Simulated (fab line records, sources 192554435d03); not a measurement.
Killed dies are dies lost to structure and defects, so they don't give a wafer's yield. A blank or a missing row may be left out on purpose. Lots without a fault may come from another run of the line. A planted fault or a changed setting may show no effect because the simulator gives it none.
Which tool did it? | flow n5_finfet | 24 lots, 72 wafers sampled, at 6 steps of a route of 1938

WHAT THE GAUGES READ, wafer by wafer
The record holds no reading of a measuring or inspecting step that can be judged against a usual standard deviation.

WHICH TOOL RAN EACH LOT (tool, then ch and the chambers of the sampled wafers, then the start)
lot  | N5_HKMG_FIN_STRIP_89              | N5_HKMG_FIN_W_FILL_22         | N5_GATE_CUT_VAPOR_ETCH_60         | N5_GATE_CUT_CUT_ETCH_55           | N5_GATE_CUT_CMP_23            | N5_GATE_CUT_CMP_61
L074 | rie_diel-04 ch 0,1,2, day 4 06:10 | cvd_w-02 ch 0,1, day 4 08:22  | rie_metal-03 ch 0,1, day 4 09:28  | rie_metal-01 ch 0,1, day 4 13:26  | cmp-02 ch 1,2,3, day 4 15:14  | cmp-02 ch 0,1,2, day 4 16:05
L075 | rie_diel-04 ch 0,1,3, day 4 10:56 | cvd_w-02 ch 0,1, day 4 13:07  | rie_metal-03 ch 0,1, day 4 14:12  | rie_metal-02 ch 0,1, day 4 18:29  | cmp-02 ch 1,2,3, day 4 20:59  | cmp-04 ch 0,1,3, day 4 21:45
L076 | rie_diel-01 ch 0,1, day 4 21:16   | cvd_w-02 ch 0,1, day 4 23:34  | rie_metal-03 ch 0,1, day 5 00:40  | rie_metal-01 ch 0,1, day 5 05:19  | cmp-02 ch 0,1,3, day 5 08:33  | cmp-04 ch 0,2,3, day 5 09:23
L077 | rie_diel-01 ch 1,2,3, day 5 01:48 | cvd_w-01 ch 0,1, day 5 04:01  | rie_metal-02 ch 0,1, day 5 05:07  | rie_metal-01 ch 0,1, day 5 09:17  | cmp-04 ch 1,2,3, day 5 11:10  | cmp-02 ch 0,1,3, day 5 12:11
L078 | rie_diel-04 ch 1,2,3, day 5 08:52 | cvd_w-01 ch 0,1, day 5 11:04  | rie_metal-03 ch 0,1, day 5 12:10  | rie_metal-01 ch 0,1, day 5 16:08  | cmp-04 ch 0,2,3, day 5 17:57  | cmp-04 ch 0,2,3, day 5 18:55
L079 | rie_diel-04 ch 0,2,3, day 5 19:18 | cvd_w-02 ch 0,1, day 5 21:29  | rie_metal-01 ch 0,1, day 5 22:35  | rie_metal-03 ch 0,1, day 6 02:53  | cmp-04 ch 0,2,3, day 6 04:45  | cmp-03 ch 0,2,3, day 6 05:31
L080 | rie_diel-04 ch 1,2, day 5 20:31   | cvd_w-01 ch 0,1, day 5 22:44  | rie_metal-01 ch 0,1, day 5 23:50  | rie_metal-02 ch 0,1, day 6 04:02  | cmp-04 ch 0,1,3, day 6 05:58  | cmp-04 ch 0,3, day 6 06:41
L081 | rie_diel-04 ch 0,1, day 6 02:55   | cvd_w-01 ch 0,1, day 6 05:05  | rie_metal-03 ch 0,1, day 6 06:11  | rie_metal-02 ch 0,1, day 6 10:29  | cmp-03 ch 0,1,3, day 6 12:22  | cmp-02 ch 0,2,3, day 6 13:08
L082 | rie_diel-01 ch 2,3, day 6 07:41   | cvd_w-01 ch 0,1, day 6 09:52  | rie_metal-01 ch 0,1, day 6 10:59  | rie_metal-01 ch 0,1, day 6 15:03  | cmp-04 ch 0,1,3, day 6 17:14  | cmp-03 ch 0,1, day 6 17:55
L083 | rie_diel-06 ch 0,3, day 6 13:34   | cvd_w-02 ch 0,1, day 6 16:04  | rie_metal-01 ch 1, day 6 17:09    | rie_metal-02 ch 0,1, day 6 21:10  | cmp-03 ch 0,1,3, day 6 23:02  | cmp-02 ch 0,3, day 6 23:47
L084 | rie_diel-04 ch 0,1,3, day 6 21:09 | cvd_w-01 ch 0,1, day 6 23:20  | rie_metal-02 ch 0, day 7 00:25    | rie_metal-01 ch 0, day 7 04:37    | cmp-04 ch 0,2,3, day 7 06:27  | cmp-02 ch 1,2,3, day 7 07:19
L086 | rie_diel-06 ch 0,1,3, day 7 09:12 | cvd_w-02 ch 0,1, day 7 11:32  | rie_metal-02 ch 0,1, day 7 12:38  | rie_metal-02 ch 0,1, day 7 16:54  | cmp-04 ch 1,2,3, day 7 19:20  | cmp-04 ch 0,1, day 7 20:06
L085 | rie_diel-06 ch 0,1, day 7 09:49   | cvd_w-01 ch 0,1, day 7 12:37  | rie_metal-02 ch 0,1, day 7 13:43  | rie_metal-01 ch 0,1, day 7 17:47  | cmp-02 ch 0,1,2, day 7 19:38  | cmp-03 ch 0,1, day 7 20:28
L087 | rie_diel-04 ch 0,1,3, day 7 11:56 | cvd_w-02 ch 0,1, day 7 14:12  | rie_metal-02 ch 0,1, day 7 15:17  | rie_metal-03 ch 0,1, day 7 19:31  | cmp-03 ch 2,3, day 7 21:19    | cmp-02 ch 0,1, day 7 22:09
L088 | rie_diel-04 ch 0,2,3, day 7 19:52 | cvd_w-01 ch 0,1, day 7 22:11  | rie_metal-02 ch 0,1, day 7 23:17  | rie_metal-03 ch 0,1, day 8 03:16  | cmp-03 ch 0,2,3, day 8 05:04  | cmp-04 ch 0,1,3, day 8 05:53
L089 | rie_diel-01 ch 2,3, day 8 01:37   | cvd_w-02 ch 0,1, day 8 03:48  | rie_metal-02 ch 0,1, day 8 04:53  | rie_metal-03 ch 0,1, day 8 09:03  | cmp-04 ch 0,2,3, day 8 10:52  | cmp-03 ch 0,2, day 8 11:40
L091 | rie_diel-06 ch 2,3, day 8 10:43   | cvd_w-02 ch 0,1, day 8 12:54  | rie_metal-01 ch 0,1, day 8 14:00  | rie_metal-02 ch 0,1, day 8 18:07  | cmp-04 ch 2,3, day 8 20:07    | cmp-02 ch 2,3, day 8 20:53
L090 | rie_diel-01 ch 1,2, day 8 11:13   | cvd_w-01 ch 0, day 8 13:24    | rie_metal-02 ch 0,1, day 8 14:29  | rie_metal-01 ch 0,1, day 8 20:11  | cmp-02 ch 0,1, day 8 22:08    | cmp-02 ch 1,2, day 8 22:55
L092 | rie_diel-01 ch 0,1,2, day 8 20:39 | cvd_w-01 ch 0,1, day 8 23:01  | rie_metal-01 ch 0,1, day 9 00:07  | rie_metal-01 ch 0,1, day 9 04:22  | cmp-02 ch 0,1,3, day 9 06:11  | cmp-04 ch 0,1,2, day 9 06:59
L093 | rie_diel-06 ch 0,1,2, day 8 23:48 | cvd_w-02 ch 0,1, day 9 01:59  | rie_metal-03 ch 0,1, day 9 03:05  | rie_metal-01 ch 0,1, day 9 07:09  | cmp-04 ch 1,2,3, day 9 08:58  | cmp-02 ch 0,1,3, day 9 09:48
L094 | rie_diel-04 ch 0,1,2, day 9 03:35 | cvd_w-02 ch 0,1, day 9 05:53  | rie_metal-02 ch 1, day 9 07:14    | rie_metal-02 ch 1, day 9 11:21    | cmp-04 ch 0,2, day 9 13:18    | cmp-02 ch 1,3, day 9 14:08
L095 | rie_diel-04 ch 1,2,3, day 9 10:02 | cvd_w-02 ch 0,1, day 9 12:13  | rie_metal-02 ch 1, day 9 13:32    | rie_metal-01 ch 0, day 9 17:45    | cmp-02 ch 0,2,3, day 9 19:39  | cmp-04 ch 0,2,3, day 9 20:22
L096 | rie_diel-01 ch 0,1,2, day 9 19:43 | cvd_w-02 ch 0,1, day 9 22:06  | rie_metal-03 ch 0,1, day 9 23:12  | rie_metal-02 ch 1, day 10 03:20   | cmp-04 ch 0,1, day 10 05:12   | cmp-02 ch 1,3, day 10 06:01
L097 | rie_diel-04 ch 1,3, day 9 23:33   | cvd_w-01 ch 0,1, day 10 01:44 | rie_metal-03 ch 0,1, day 10 02:50 | rie_metal-03 ch 0,1, day 10 06:48 | cmp-03 ch 1,2,3, day 10 08:39 | cmp-04 ch 0,1,3, day 10 09:25
- N5_HKMG_FIN_STRIP_89: strips SOC in N2/H2, time 20 s.
- N5_HKMG_FIN_W_FILL_22: material W, target thk 60 nm, time 18.2 s.
- N5_GATE_CUT_VAPOR_ETCH_60: etches HfO2 in BCl3/Cl2.
- N5_GATE_CUT_CUT_ETCH_55: etches HfO2 in BCl3, target depth 3.2 nm.
- N5_GATE_CUT_CMP_23: polishes, stops on SiO2, t overpolish 23.4 s, target thk 16 nm.
- N5_GATE_CUT_CMP_61: polishes, stops on SiNx, t overpolish 3 s.

WHAT THE TOOLS THEMSELVES READ (means of the sampled wafers that have a number; where no wafer has one, the mark that the record gives instead)
N5_HKMG_FIN_STRIP_89. Usual: drypump_motor_current_A 5.7 A, standard deviation 0.49; oes_product_au 0.78 a.u., standard deviation 0.097; rf_vpp_V 54.1 V, standard deviation 0.87; showerhead_plenum_p_Torr 3.35 Torr, standard deviation 0.11; throttle_valve_pct 19.1 %, standard deviation 0.3.
lot  | tool        | drypump_motor_current_A (A) | oes_product_au (a.u.) | rf_vpp_V (V) | showerhead_plenum_p_Torr (Torr) | throttle_valve_pct (%) | flag
L074 | rie_diel-04 | 5.9                         | 0.72                  | 53.5         | 3.29                            | 19.5                   |
L075 | rie_diel-04 | 5.6                         | 0.74                  | 54.1         | 3.30                            | 19.2                   |
L076 | rie_diel-01 | 5.1                         | 0.69                  | 54.8         | 3.41                            | 19.4                   |
L077 | rie_diel-01 | 5.4                         | 0.81                  | 52.7         | 3.37                            | 19.0                   |
L078 | rie_diel-04 | 5.9                         | 0.73                  | 54.1         | 3.25                            | 19.3                   |
L079 | rie_diel-04 | 5.9                         | 0.72                  | 54.4         | 3.24                            | 19.2                   |
L080 | rie_diel-04 | 6.2                         | 0.70                  | 53.4         | 3.24                            | 19.5                   |
L081 | rie_diel-04 | 5.6                         | 0.71                  | 54.4         | 3.33                            | 19.4                   |
L082 | rie_diel-01 | 5.7                         | 0.88                  | 53.7         | 3.41                            | 18.8                   |
L083 | rie_diel-06 | 5.9                         | 0.76                  | 54.1         | 3.50                            | 18.9                   |
L084 | rie_diel-04 | 5.6                         | 0.73                  | 54.4         | 3.29                            | 19.2                   |
L086 | rie_diel-06 | 5.9                         | 0.73                  | 54.5         | 3.44                            | 18.9                   |
L085 | rie_diel-06 | 5.4                         | 0.73                  | 55.6         | 3.38                            | 19.0                   |
L087 | rie_diel-04 | 5.6                         | 0.72                  | 54.0         | 3.28                            | 19.3                   |
L088 | rie_diel-04 | 5.9                         | 0.80                  | 55.1         | 3.37                            | 19.1                   |
L089 | rie_diel-01 | 5.7                         | 0.85                  | 53.7         | 3.40                            | 18.8                   |
L091 | rie_diel-06 | 6.3                         | 0.82                  | 53.5         | 3.42                            | 18.7                   |
L090 | rie_diel-01 | 5.1                         | 0.85                  | 54.2         | 3.31                            | 18.9                   |
L092 | rie_diel-01 | 5.2                         | 0.86                  | 54.4         | 3.36                            | 19.0                   |
L093 | rie_diel-06 | 5.4                         | 0.80                  | 53.4         | 3.37                            | 18.9                   |
L094 | rie_diel-04 | 5.9                         | 0.78                  | 54.6         | 3.41                            | 19.4                   |
L095 | rie_diel-04 | 5.9                         | 0.79                  | 54.4         | 3.37                            | 19.2                   |
L096 | rie_diel-01 | 5.3                         | 0.85                  | 53.8         | 3.36                            | 19.0                   |
L097 | rie_diel-04 | 5.6                         | 0.70                  | 53.8         | 3.28                            | 19.3                   |

N5_HKMG_FIN_W_FILL_22. Usual: heater_power_w 857 W, standard deviation 59; throttle_valve_pct 19.1 %, standard deviation 0.62.
lot  | tool     | heater_power_w (W) | throttle_valve_pct (%) | flag
L074 | cvd_w-02 | 821                | 18.5                   |
L075 | cvd_w-02 | 805                | 18.4                   |
L076 | cvd_w-02 | 800                | 18.7                   |
L077 | cvd_w-01 | 886                | 19.4                   |
L078 | cvd_w-01 | 892                | 19.4                   |
L079 | cvd_w-02 | 807                | 18.6                   |
L080 | cvd_w-01 | 899                | 19.3                   |
L081 | cvd_w-01 | 922                | 19.8                   |
L082 | cvd_w-01 | 892                | 19.6                   |
L083 | cvd_w-02 | 807                | 18.9                   |
L084 | cvd_w-01 | 897                | 19.2                   |
L086 | cvd_w-02 | 802                | 18.6                   |
L085 | cvd_w-01 | 902                | 19.2                   |
L087 | cvd_w-02 | 813                | 18.8                   |
L088 | cvd_w-01 | 903                | 19.5                   |
L089 | cvd_w-02 | 812                | 18.8                   |
L091 | cvd_w-02 | 816                | 18.6                   |
L090 | cvd_w-01 | 966                | 20.2                   |
L092 | cvd_w-01 | 928                | 19.7                   |
L093 | cvd_w-02 | 815                | 18.7                   |
L094 | cvd_w-02 | 811                | 18.8                   |
L095 | cvd_w-02 | 819                | 18.7                   |
L096 | cvd_w-02 | 814                | 18.6                   |
L097 | cvd_w-01 | 932                | 19.9                   |

N5_GATE_CUT_VAPOR_ETCH_60. Usual: drypump_motor_current_A 5.48 A, standard deviation 0.19; he_backside_leak_sccm 3.4 sccm, standard deviation 0.33; oes_product_au 0.75 a.u., standard deviation 0.11.
lot  | tool         | drypump_motor_current_A (A) | he_backside_leak_sccm (sccm) | oes_product_au (a.u.) | flag
L074 | rie_metal-03 | 5.39                        | 3.5                          | 0.68                  |
L075 | rie_metal-03 | 5.42                        | 3.5                          | 0.64                  |
L076 | rie_metal-03 | 5.42                        | 3.5                          | 0.64                  |
L077 | rie_metal-02 | 5.62                        | 3.4                          | 0.77                  |
L078 | rie_metal-03 | 5.40                        | 3.5                          | 0.64                  |
L079 | rie_metal-01 | 5.42                        | 3.3                          | 0.81                  |
L080 | rie_metal-01 | 5.42                        | 3.2                          | 0.76                  |
L081 | rie_metal-03 | 5.41                        | 3.5                          | 0.64                  |
L082 | rie_metal-01 | 5.42                        | 3.3                          | 0.81                  |
L083 | rie_metal-01 | 5.42                        | 3.1                          | 0.71                  |
L084 | rie_metal-02 | 5.30                        | 3.2                          | 0.61                  |
L086 | rie_metal-02 | 5.58                        | 3.4                          | 0.76                  |
L085 | rie_metal-02 | 5.48                        | 3.5                          | 0.69                  |
L087 | rie_metal-02 | 5.46                        | 3.4                          | 0.69                  |
L088 | rie_metal-02 | 5.62                        | 3.3                          | 0.75                  |
L089 | rie_metal-02 | 5.44                        | 3.3                          | 0.69                  |
L091 | rie_metal-01 | 5.40                        | 3.2                          | 0.75                  |
L090 | rie_metal-02 | 5.63                        | 3.3                          | 0.76                  |
L092 | rie_metal-01 | 5.41                        | 3.2                          | 0.80                  |
L093 | rie_metal-03 | 5.39                        | 3.4                          | 0.79                  |
L094 | rie_metal-02 | 5.82                        | 3.5                          | 0.82                  |
L095 | rie_metal-02 | 5.78                        | 3.2                          | 0.82                  |
L096 | rie_metal-03 | 5.40                        | 3.5                          | 0.77                  |
L097 | rie_metal-03 | 5.41                        | 3.5                          | 0.85                  |

N5_GATE_CUT_CUT_ETCH_55. Usual: drypump_motor_current_A 5.46 A, standard deviation 0.16; he_backside_leak_sccm 3.37 sccm, standard deviation 0.15; oes_product_au 0.78 a.u., standard deviation 0.11; throttle_valve_pct 33.10 %, standard deviation 0.22.
lot  | tool         | drypump_motor_current_A (A) | he_backside_leak_sccm (sccm) | oes_product_au (a.u.) | throttle_valve_pct (%) | flag
L074 | rie_metal-01 | 5.41                        | 3.22                         | 0.78                  | 33.07                  |
L075 | rie_metal-02 | 5.63                        | 3.32                         | 0.78                  | 33.10                  |
L076 | rie_metal-01 | 5.42                        | 3.39                         | 0.77                  | 33.07                  |
L077 | rie_metal-01 | 5.40                        | 3.31                         | 0.82                  | 33.10                  |
L078 | rie_metal-01 | 5.41                        | 3.32                         | 0.81                  | 33.10                  |
L079 | rie_metal-03 | 5.40                        | 3.43                         | 0.63                  | 33.03                  |
L080 | rie_metal-02 | 5.47                        | 3.52                         | 0.70                  | 32.87                  |
L081 | rie_metal-02 | 5.62                        | 3.60                         | 0.77                  | 33.10                  |
L082 | rie_metal-01 | 5.40                        | 3.24                         | 0.76                  | 33.09                  |
L083 | rie_metal-02 | 5.63                        | 3.45                         | 0.76                  | 33.11                  |
L084 | rie_metal-01 | 5.45                        | 3.54                         | 0.85                  | 33.14                  |
L086 | rie_metal-02 | 5.63                        | 3.42                         | 0.75                  | 33.11                  |
L085 | rie_metal-01 | 5.43                        | 3.33                         | 0.80                  | 33.11                  |
L087 | rie_metal-03 | 5.41                        | 3.44                         | 0.91                  | 33.16                  |
L088 | rie_metal-03 | 5.40                        | 3.31                         | 0.90                  | 33.16                  |
L089 | rie_metal-03 | 5.41                        | 3.42                         | 0.90                  | 33.17                  |
L091 | rie_metal-02 | 5.60                        | 3.37                         | 0.76                  | 33.11                  |
L090 | rie_metal-01 | 5.40                        | 3.40                         | 0.74                  | 33.08                  |
L092 | rie_metal-01 | 5.42                        | 3.34                         | 0.78                  | 33.12                  |
L093 | rie_metal-01 | 5.41                        | 3.22                         | 0.75                  | 33.10                  |
L094 | rie_metal-02 | 5.78                        | 3.56                         | 0.81                  | 33.36                  |
L095 | rie_metal-01 | 5.42                        | 3.49                         | 0.82                  | 33.14                  |
L096 | rie_metal-02 | 5.80                        | 3.32                         | 0.82                  | 33.36                  |
L097 | rie_metal-03 | 5.40                        | 3.39                         | 0.78                  | 33.25                  |

N5_GATE_CUT_CMP_23. Usual: motor_current_A 8.9 A, standard deviation 0.9; overpolish_run_s 23.400 s, standard deviation 0.0085; platen_rpm 51.80 rpm, standard deviation 0.038; time_to_endpoint_s 20.0 s, standard deviation 1.7.
lot  | tool   | motor_current_A (A) | overpolish_run_s (s) | platen_rpm (rpm) | time_to_endpoint_s (s) | flag
L074 | cmp-02 | 9.1                 | 23.406               | 51.81            | 19.1                   |
L075 | cmp-02 | 9.2                 | 23.401               | 51.80            | 19.4                   |
L076 | cmp-02 | 9.4                 | 23.409               | 51.78            | 17.4                   |
L077 | cmp-04 | 8.8                 | 23.403               | 51.83            | 20.7                   |
L078 | cmp-04 | 9.1                 | 23.396               | 51.80            | 20.6                   |
L079 | cmp-04 | 8.8                 | 23.402               | 51.78            | 22.0                   |
L080 | cmp-04 | 8.2                 | 23.401               | 51.74            | 20.0                   |
L081 | cmp-03 | 8.3                 | 23.403               | 51.82            | 19.4                   |
L082 | cmp-04 | 8.2                 | 23.402               | 51.78            | 20.6                   |
L083 | cmp-03 | 8.7                 | 23.393               | 51.85            | 21.0                   |
L084 | cmp-04 | 9.1                 | 23.405               | 51.79            | 23.5                   |
L086 | cmp-04 | 8.8                 | 23.393               | 51.80            | 19.9                   |
L085 | cmp-02 | 9.3                 | 23.391               | 51.78            | 18.2                   |
L087 | cmp-03 | 9.9                 | 23.399               | 51.81            | 21.1                   |
L088 | cmp-03 | 8.9                 | 23.398               | 51.79            | 21.2                   |
L089 | cmp-04 | 8.9                 | 23.404               | 51.78            | 21.0                   |
L091 | cmp-04 | 9.0                 | 23.399               | 51.79            | 18.9                   |
L090 | cmp-02 | 9.3                 | 23.399               | 51.82            | 20.8                   |
L092 | cmp-02 | 9.4                 | 23.400               | 51.83            | 18.8                   |
L093 | cmp-04 | 8.9                 | 23.401               | 51.78            | 19.2                   |
L094 | cmp-04 | 9.7                 | 23.399               | 51.83            | 16.9                   |
L095 | cmp-02 | 8.9                 | 23.401               | 51.78            | 19.0                   |
L096 | cmp-04 | 8.0                 | 23.398               | 51.77            | 20.1                   |
L097 | cmp-03 | 9.2                 | 23.395               | 51.78            | 19.8                   |

N5_GATE_CUT_CMP_61. Usual: motor_current_A 12.0 A, standard deviation 1.2; platen_rpm 27.090 rpm, standard deviation 0.016.
lot  | tool   | motor_current_A (A) | platen_rpm (rpm) | flag
L074 | cmp-02 | 12.0                | 27.073           |
L075 | cmp-04 | 10.8                | 27.093           |
L076 | cmp-04 | 12.2                | 27.087           |
L077 | cmp-02 | 12.4                | 27.076           |
L078 | cmp-04 | 12.2                | 27.097           |
L079 | cmp-03 | 12.3                | 27.091           |
L080 | cmp-04 | 11.5                | 27.084           |
L081 | cmp-02 | 12.2                | 27.114           |
L082 | cmp-03 | 10.7                | 27.107           |
L083 | cmp-02 | 12.4                | 27.088           |
L084 | cmp-02 | 12.3                | 27.096           |
L086 | cmp-04 | 10.4                | 27.104           |
L085 | cmp-03 | 10.8                | 27.081           |
L087 | cmp-02 | 12.6                | 27.086           |
L088 | cmp-04 | 10.8                | 27.078           |
L089 | cmp-03 | 12.4                | 27.090           |
L091 | cmp-02 | 11.9                | 27.088           |
L090 | cmp-02 | 11.5                | 27.086           |
L092 | cmp-04 | 11.8                | 27.099           |
L093 | cmp-02 | 13.1                | 27.098           |
L094 | cmp-02 | 13.0                | 27.075           |
L095 | cmp-04 | 11.9                | 27.092           |
L096 | cmp-02 | 12.7                | 27.080           |
L097 | cmp-04 | 10.6                | 27.102           |

THE ANSWER, worked out from the rows above alone
Rule: a lot is off if the mean of its wafers that have a number lies more than 3 standard deviations from the usual mean. A lot without any number at a reading at which 4 lots or more have one is off too. The other lots that the step has rows for count as sound. The gauges are gone through in route order, then the tools' own readings, and for those a lot's mean is taken as printed above. The first step at which some lot is off is used, and at that step the reading that is off furthest; a lot without a number counts as furthest.
No lot is off at any reading shown: from this, nothing can be told.

WHAT THE SIMULATOR HAD PUT IN
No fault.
